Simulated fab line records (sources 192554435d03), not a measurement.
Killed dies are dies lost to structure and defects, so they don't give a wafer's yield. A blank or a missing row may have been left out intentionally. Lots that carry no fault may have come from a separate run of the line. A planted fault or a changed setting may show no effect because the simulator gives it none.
Matching of chambers | flow n5 finfet | cmp-03 running N5_DUMMY_GATE_CMP_04: 4 sister chambers
The step polishes a-Si. 8 wafers are shown with their chamber, then 10 later ones without.

WAFERS, EACH WITH ITS CHAMBER
wafer  | chamber | motor current A (A) | time to endpoint s (s)
L076.1 | 1       | 9.0                 | 11.3
L078.3 | 1       | 8.6                 | 12.9
L079.1 | 2       | 11.9                | 16.5
L080.1 | 2       | 12.7                | 11.8
L086.1 | 0       | 11.0                | 7.2
L086.6 | 0       | 10.6                | 9.3
L087.2 | 3       | 10.2                | 13.6
L087.5 | 3       | 10.7                | 13.3

WAFERS WITH NO CHAMBER GIVEN
wafer  | motor current A (A) | time to endpoint s (s)
L087.6 | 11.8                | 12.1
L090.3 | 11.8                | 13.5
L090.4 | 11.1                | 7.6
L090.6 | 12.0                | 12.4
L094.2 | 8.1                 | 11.3
L094.3 | 10.6                | 7.3
L094.6 | 12.2                | 11.7
L096.4 | 10.8                | 13.3
L096.5 | 8.2                 | 12.2
L096.6 | 10.6                | 8.8

CHAMBER TAKEN BY EACH
wafer  | from the rows above          | in truth
L087.6 | can't be placed: 2 or 0 or 3 | 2
L090.3 | 2                            | 2
L090.4 | 0                            | 0
L090.6 | 2                            | 2
L094.2 | 1                            | 1
L094.3 | 0                            | 0
L094.6 | 2                            | 2
L096.4 | can't be placed: 3 or 0      | 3
L096.5 | 1                            | 1
L096.6 | can't be placed: 0 or 3      | 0
7 of 10 placed correctly. Unplaceable from these rows: 3, with the true chamber sitting among the candidates in 3. Number placed wrongly: 0.
How it was worked out, from the rows above alone: a wafer's distance from a chamber is the root of the sum, over the readings, of the square of ((its reading less the chamber's mean) divided by the reading's scatter). If the next closest chamber is less than 2 further off than the closest, the wafer can't be placed; otherwise it belongs to the closest. A chamber's mean is the mean of its shown wafers. The scatter: the root of (the sum of the squares of (reading less its chamber's mean) over the shown wafers, divided by (wafers less chambers)).
